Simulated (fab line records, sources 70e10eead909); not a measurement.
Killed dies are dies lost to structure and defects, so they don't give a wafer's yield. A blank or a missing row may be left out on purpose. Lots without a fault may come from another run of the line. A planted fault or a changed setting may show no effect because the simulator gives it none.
Chamber matching | flow nand_harc | NHARC_A_WL_FILL_ALD_02 on ald_metal-01: 4 sister chambers
The step deposits TiN, target thk 2 nm, pulse time 3 s, ald cycles 100. 8 wafers are shown with their chamber, then 7 later ones without.

WAFERS WITH THEIR CHAMBER
wafer  | chamber | heater_power_w (W) | precursor_pulse_height_rel
L078.6 | 1       | 1091               | 1.018
L080.1 | 2       | 986                | 0.987
L080.2 | 1       | 1140               | 0.982
L080.3 | 3       | 1190               | 0.978
L080.5 | 2       | 988                | 0.982
L080.6 | 3       | 1198               | 1.006
L089.2 | 0       | 943                | 1.011
L089.5 | 0       | 951                | 0.989

WAFERS WITHOUT THEIR CHAMBER
wafer  | heater_power_w (W) | precursor_pulse_height_rel
L089.6 | 1166               | 1.038
L092.1 | 999                | 1.009
L092.4 | 1104               | 0.981
L092.5 | 946                | 0.977
L097.2 | 972                | 0.988
L097.3 | 1183               | 0.974
L097.4 | 1118               | 0.952

WHICH CHAMBER EACH WENT THROUGH
wafer  | from the rows above     | in truth
L089.6 | can't be placed: 3 or 1 | 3
L092.1 | can't be placed: 2 or 0 | 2
L092.4 | 1                       | 1
L092.5 | can't be placed: 0 or 2 | 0
L097.2 | can't be placed: 2 or 0 | 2
L097.3 | 3                       | 3
L097.4 | 1                       | 1
Placed correctly: 3 of 7. Can't be placed from these rows: 4 (the true chamber is among the candidates in 4). Placed wrongly: 0.
How it was worked out, from the rows above alone: a wafer's distance from a chamber is the root of the sum, over the readings, of the square of ((its reading less the chamber's mean) divided by the reading's scatter). The wafer belongs to the nearest chamber; if the next one is less than 2 further off, it can't be placed. A chamber's mean is the mean of its shown wafers. The scatter: the root of (the sum of the squares of (reading less its chamber's mean) over the shown wafers, divided by (wafers less chambers)).
